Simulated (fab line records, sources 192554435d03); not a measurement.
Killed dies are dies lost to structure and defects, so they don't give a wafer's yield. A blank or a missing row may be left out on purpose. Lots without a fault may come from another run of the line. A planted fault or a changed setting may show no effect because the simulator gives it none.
Split-lot experiment | flow n5_finfet | 7 lots, 39 wafers read, on a route of 1938 steps

THE SPLIT
At N5_FIN_SAQP_HM_DEP_72 (deposits SiO2 from SiH4/N2O, target thk 12 nm, time 7.2 s), the setting target_thk_a was moved away from the recipe's 120 angstrom on 9 of the 39 wafers read, by -6.8% to +11.7%. The other wafers ran this setting at the recipe's value.

FROM THE SPLIT TO THE READING: what the file shows between them, 4 steps
- N5_FIN_SAQP_COAT_49: time 60 s, resist thk 100 nm
- N5_FIN_SAQP_COAT_50: time 60 s, resist thk 35 nm
- N5_FIN_SAQP_ETCH_52: etches SOC in N2/H2, target depth 100 nm, overetch 20 nm, time 150 s
- N5_FIN_SAQP_STRIP_53: strips in N2/H2

THE READING
etch.depth_nm (the simulator's own value, which no gauge read), in nm, at N5_FIN_SAQP_HM_OPEN_73 (chemistry CHF3/O2, target SiO2, stops on a-Si, target depth 12 nm, time 16.8 s). The file gives no usual value for it. The 30 wafers here that ran the recipe average 11.95 nm, standard deviation 0.19 nm.

wafer  | tool, chamber at the split | target_thk_a as run, angstrom | against the recipe | etch.depth_nm, nm | against lot-mates on the recipe
L075.1 | pecvd-01, 0                | 120                           | recipe             | 11.98             | -
L075.2 | pecvd-01, 2                | 120                           | recipe             | 12.17             | -
L075.3 | pecvd-01, 1                | 120                           | recipe             | 11.86             | -
L075.4 | pecvd-01, 0                | 120                           | recipe             | 12.05             | -
L075.5 | pecvd-01, 2                | 120                           | recipe             | 12.35             | -
L075.6 | pecvd-01, 1                | 120                           | recipe             | 12.06             | -
L077.1 | pecvd-01, 0                | 120                           | recipe             | 12.1              | -
L077.2 | pecvd-01, 1                | 120                           | recipe             | 11.83             | -
L077.3 | pecvd-01, 2                | 120                           | recipe             | 12.02             | -
L077.4 | pecvd-01, 1                | 120                           | recipe             | 12.09             | -
L077.5 | pecvd-01, 0                | 120                           | recipe             | 12.16             | -
L077.6 | pecvd-01, 2                | 120                           | recipe             | 12.35             | -
L079.1 | pecvd-04, 1                | 111.9                         | -6.8%              | 11.16             | -0.61
L079.2 | pecvd-04, 0                | 120                           | recipe             | 11.66             | -
L079.3 | pecvd-04, 2                | 120                           | recipe             | 11.82             | -
L079.4 | pecvd-04, 1                | 111.9                         | -6.8%              | 11.28             | -0.49
L079.5 | pecvd-04, 0                | 120                           | recipe             | 11.84             | -
L079.6 | pecvd-04, 2                | 111.9                         | -6.8%              | 11.23             | -0.54
L083.1 | pecvd-04, 0                | 120                           | recipe             | 11.67             | -
L083.2 | pecvd-04, 1                | 120                           | recipe             | 11.73             | -
L083.3 | pecvd-04, 2                | 120                           | recipe             | 11.83             | -
L083.4 | pecvd-04, 0                | 120                           | recipe             | 11.99             | -
L083.5 | pecvd-04, 1                | 120                           | recipe             | 12.27             | -
L083.6 | pecvd-04, 2                | 120                           | recipe             | 11.93             | -
L084.1 | pecvd-02, 1                | 130.9                         | +9.1%              | 13.06             | +1.26
L084.2 | pecvd-02, 2                | 120                           | recipe             | 11.86             | -
L084.3 | pecvd-02, 0                | 130.9                         | +9.1%              | 12.67             | +0.87
L084.4 | pecvd-02, 1                | 130.9                         | +9.1%              | 13.17             | +1.37
L084.5 | pecvd-02, 0                | 120                           | recipe             | 11.82             | -
L084.6 | pecvd-02, 2                | 120                           | recipe             | 11.71             | -
L089.2 | pecvd-04, 2                | 120                           | recipe             | 11.8              | -
L089.4 | pecvd-04, 0                | 120                           | recipe             | 11.76             | -
L089.6 | pecvd-04, 1                | 120                           | recipe             | 12.07             | -
L093.1 | pecvd-02, 0                | 134                           | +11.7%             | 13.11             | +1.17
L093.2 | pecvd-02, 2                | 134                           | +11.7%             | 13.16             | +1.22
L093.3 | pecvd-02, 1                | 120                           | recipe             | 11.8              | -
L093.4 | pecvd-02, 1                | 120                           | recipe             | 11.95             | -
L093.5 | pecvd-02, 2                | 120                           | recipe             | 12.08             | -
L093.6 | pecvd-02, 0                | 134                           | +11.7%             | 13.26             | +1.32

THE FIT
A straight line over all 39 wafers: etch.depth_nm changes by +0.107 nm for each +1% of target_thk_a; r = +0.94; the points scatter about the line by 0.18 nm.
The same after taking each lot's own level away (the mean of its wafers on the recipe; 39 wafers): +0.107 nm for each +1%; r = +0.95; scatter 0.16 nm.
On that fit, the largest move of target_thk_a shifts the reading by 1.3 nm.
The lots' own levels span 11.773 to 12.092 nm, that is 1.7 times the standard deviation above.
So the lot-to-lot level changes the slope little: the two slopes agree.
Check: with one of the wafers moved furthest among these (+11.7%) left out of the fit, the line predicts +1.3 nm for it against its lot-mates. It came out at +1.17 nm against them.

THE WHOLE CHAIN: every reading that the file lists as answering this split, in the file's order
step                   | what it does                                                                   | reading                                                                            | change (the file's fit)               | r (the file's)
N5_FIN_SAQP_HM_DEP_72  | deposits SiO2 from SiH4/N2O, target thk 12 nm, time 7.2 s                      | SiO2_of_FIN_SAQP_HM_DEP_72.thk_nm (the simulator's own value, which no gauge read) | +0.109 nm for each +1% of the setting | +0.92
N5_FIN_SAQP_HM_OPEN_73 | chemistry CHF3/O2, target SiO2, stops on a-Si, target depth 12 nm, time 16.8 s | etch.depth_nm (the simulator's own value, which no gauge read)                     | +0.109 nm for each +1% of the setting | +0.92

THE FILE'S OWN FIT
etch.depth_nm changes by +0.109 nm for each +1% of target_thk_a, r = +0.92.
